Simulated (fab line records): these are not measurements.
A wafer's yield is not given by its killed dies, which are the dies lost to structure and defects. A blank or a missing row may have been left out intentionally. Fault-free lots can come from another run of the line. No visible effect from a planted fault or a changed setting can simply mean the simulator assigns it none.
A lot that was struck, set against a sound lot ; flow n5Finfet ; 16 steps out of a route of 1938
Sound: wafers L379.3, L379.4, L379.6. Struck: wafers L371.1, L371.3, L371.4. The cause is given at the end.
For every step that has rows: the tool of each side, followed by ch and its chambers, followed by its first start. Under that, the readings that differ: sound wafers ; struck wafers ; difference of the means ; sigmas: that difference in standard deviations of wafers without a fault.
alike: a reading whose means differ by less than 2 such deviations, as well as words and numbers matching on both sides. not compared: withheld readings; readings where some wafer has no value; bounds like >300 that might hide an equal value; numbers whose values overlap and for which the record gives no deviation.
The two part at a step that has a row with sigmas, a row that says differs or no value, or rows on one side only. Non-overlapping numbers with no deviation appear without sigmas and do not part them. A reading missing from all wafers of one side parts the sides only when that side holds two or more wafers.

first, 4 steps without rows for these wafers: N5_BEOL_M9_HM_STRIP_39 (strips TiN in peroxide tin strip, target depth 25 nm, time 158 s); N5_BEOL_M9_SRD_40 (time 30 s); N5_BEOL_M9_PRECLEAN_42 (cleans in residue remover, time 60 s); N5_BEOL_M9_SRD_43 (time 30 s).
N5_BEOL_M9_CD_MEAS_35: target cd 70 nm, target cd y 40 nm.
  sound on cdSem-01, day 13 16:52; struck on cdSem-01, day 11 10:19
  alike: cdNm
then, 1 step without rows for these wafers: N5_BEOL_M9_CURE_72 (cures SiCOH lowk, time 120 s).
N5_BEOL_M9_DEGAS_44: time 60 s.
  sound on pvdSputter-01, day 13 18:15; struck on pvdSputter-03, day 11 10:43
  alike: heaterPowerW
N5_BEOL_M9_PRE_CLEAN_45: time 30 s.
  sound on pvdSputter-01, day 13 18:17; struck on pvdSputter-03, day 11 10:46
  alike: heaterPowerW
N5_BEOL_M9_ALD_74: deposits TaN, target thk 2 nm, pulse time 2 s, purge time 3 s.
  sound on aldMetal-04 ch 0,3, day 13 18:21; struck on aldMetal-02 ch 0,1,2, day 11 10:51
  alike: heaterPowerW
N5_BEOL_M9_SURFACE_TREAT_79:
  sound on pvdSputter-02, day 13 18:40; struck on pvdSputter-02, day 11 12:44
  alike: arFlowSccm
  not compared: throttleValvePct
then, 1 step without rows for these wafers: N5_BEOL_M9_CVD_78 (deposits Co from CCTBA/H2, target thk 2 nm, time 138.9 s).
N5_BEOL_M9_SPUTTER_48: material Cu, target thk 12 nm, time 2 s.
  sound on pvdSputter-02, day 13 18:52; struck on pvdSputter-03, day 11 12:58
  alike: throttleValvePct
N5_BEOL_M9_ECD_50: material Cu, target thk 318 nm.
  sound on ecdCu-02 ch 0,1, day 13 19:01; struck on ecdCu-02 ch 0,1, day 11 13:22
then, 1 step without rows for these wafers: N5_BEOL_M9_ANNEAL_51 (time 90 s).
N5_BEOL_M9_CMP_52: polishes, stops on SiCOH lowk, t overpolish 7 s, target thk 140 nm.
  sound on cmp-03 ch 2,3, day 13 19:27; struck on cmp-03 ch 0,1,2, day 11 14:13
reading;sound;struck;difference;sigmas
timeToEndpointS (s);65 68 72;132 137 129;+64;+19
  alike: barrierFieldEndpointS, motorCurrentA, overpolishRunS, retainingRingPressureFrac, slurryFlowMlMin
N5_BEOL_M9_THK_MEAS_53: measures by xrf.
  sound on filmMetro-01, day 13 19:43; struck on filmMetro-01, day 11 14:28
  alike: M9_THK

== WHERE THEY PART ==
Within this record, at N5_BEOL_M9_CMP_52 only. Later steps at which nothing parts them and some readings are alike: N5_BEOL_M9_THK_MEAS_53.

WHY: what had been put in by the simulator
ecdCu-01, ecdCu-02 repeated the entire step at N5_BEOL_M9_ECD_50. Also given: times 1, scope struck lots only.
